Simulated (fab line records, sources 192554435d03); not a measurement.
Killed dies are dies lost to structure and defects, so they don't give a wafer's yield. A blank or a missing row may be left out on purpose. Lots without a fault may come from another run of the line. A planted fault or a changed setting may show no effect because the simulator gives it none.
Which tool did it? | flow n5_finfet | 10 lots, 30 wafers sampled, at 4 steps of a route of 1938

WHAT THE GAUGES READ, wafer by wafer
N5_MIM_TOP_LITHO_INSPECT_12: inspects for defects (macro).
lot  | measured     | on                | raw_defect_count
L573 | day 13 07:17 | defect_inspect-01 | 1 0 1
L575 | day 13 16:22 | defect_inspect-01 | 2 5 2
L574 | day 14 03:35 | defect_inspect-02 | 2 3 5
L578 | day 14 10:26 | defect_inspect-01 | 2 1 1
L577 | day 14 17:50 | defect_inspect-01 | 0 1 3
L584 | day 16 07:59 | defect_inspect-01 | 3 4 3
L587 | day 16 23:10 | defect_inspect-01 | 2 >300 2
L589 | day 17 03:13 | defect_inspect-02 | 3 2 0
L588 | day 17 05:03 | defect_inspect-01 | 1 >300 4
L592 | day 18 11:24 | defect_inspect-01 | 6 2 1

WHICH TOOL RAN EACH LOT (tool, then ch and the chambers of the sampled wafers, then the start)
lot  | N5_BEOL_M15_TRENCH_ETCH_34         | N5_BEOL_M15_STRIP_37                          | N5_MIM_TOP_ALD_00
L573 | rie_diel-06 ch 1,2, day 13 00:10   | rie_diel-06 ch 1,2, day 13 06:14 or earlier   | ald_hk-01 ch 2,3, day 13 06:14
L575 | rie_diel-01 ch 0,2,3, day 13 06:34 | rie_diel-04 ch 0,2, day 13 14:53 or earlier   | ald_hk-01 ch 1,2, day 13 14:53
L574 | rie_diel-01 ch 1,2,3, day 13 19:53 | rie_diel-01 ch 0,2, day 14 01:22 or earlier   | ald_hk-03 ch 1,2, day 14 01:22
L578 | rie_diel-04 ch 1,2, day 14 01:55   | rie_diel-06 ch 0,2,3, day 14 08:46 or earlier | ald_hk-02 ch 0,1,3, day 14 08:46
L577 | rie_diel-06 ch 0,1,3, day 14 05:53 | rie_diel-06 ch 2,3, day 14 14:26 or earlier   | ald_hk-02 ch 0,1,2, day 14 14:26
L584 | rie_diel-01 ch 1,2,3, day 15 15:38 | rie_diel-04 ch 0,2,3, day 16 06:26 or earlier | ald_hk-02 ch 0,1,2, day 16 06:26
L587 | rie_diel-06 ch 1,3, day 16 13:09   | rie_diel-06 ch 1,2, day 16 19:21 or earlier   | ald_hk-02 ch 1,2,3, day 16 19:21
L589 | rie_diel-01 ch 0,1,3, day 16 16:22 | rie_diel-01 ch 0,1, day 16 23:25 or earlier   | ald_hk-03 ch 0,1,2, day 16 23:25
L588 | rie_diel-06 ch 1,2,3, day 16 17:38 | rie_diel-06 ch 0,1,3, day 17 03:23 or earlier | ald_hk-02 ch 1,2, day 17 03:23
L592 | rie_diel-06 ch 0,1,2, day 18 02:50 | rie_diel-06 ch 0,2,3, day 18 10:16 or earlier | ald_hk-03 ch 0,2, day 18 10:16
- N5_BEOL_M15_TRENCH_ETCH_34: etches SiO2 in C4F8/O2/Ar, target depth 872.93 nm, time 199 s.
- N5_BEOL_M15_STRIP_37: strips in O2.
- N5_MIM_TOP_ALD_00: deposits Al2O3, purge time 3 s, co reactant pulse time 3 s.

THE ANSWER, worked out from the rows above alone
Rule: what is usual is taken from the lots themselves. Put in order of their means at a reading, lots are off if they are a third of the lots or fewer, leave a main group of 4 or more, and stand apart from it by a gap of 3 or more times the standard deviation of the main group's means; of several such gaps the widest counts. A main group whose means are all the same, to the digits that the tables above print for the reading, isn't used. A lot without any number at a reading at which 4 lots or more have one is off too. The other lots that the step has rows for count as sound.
No lot is off at any reading shown: from this, nothing can be told.

WHAT THE SIMULATOR HAD PUT IN
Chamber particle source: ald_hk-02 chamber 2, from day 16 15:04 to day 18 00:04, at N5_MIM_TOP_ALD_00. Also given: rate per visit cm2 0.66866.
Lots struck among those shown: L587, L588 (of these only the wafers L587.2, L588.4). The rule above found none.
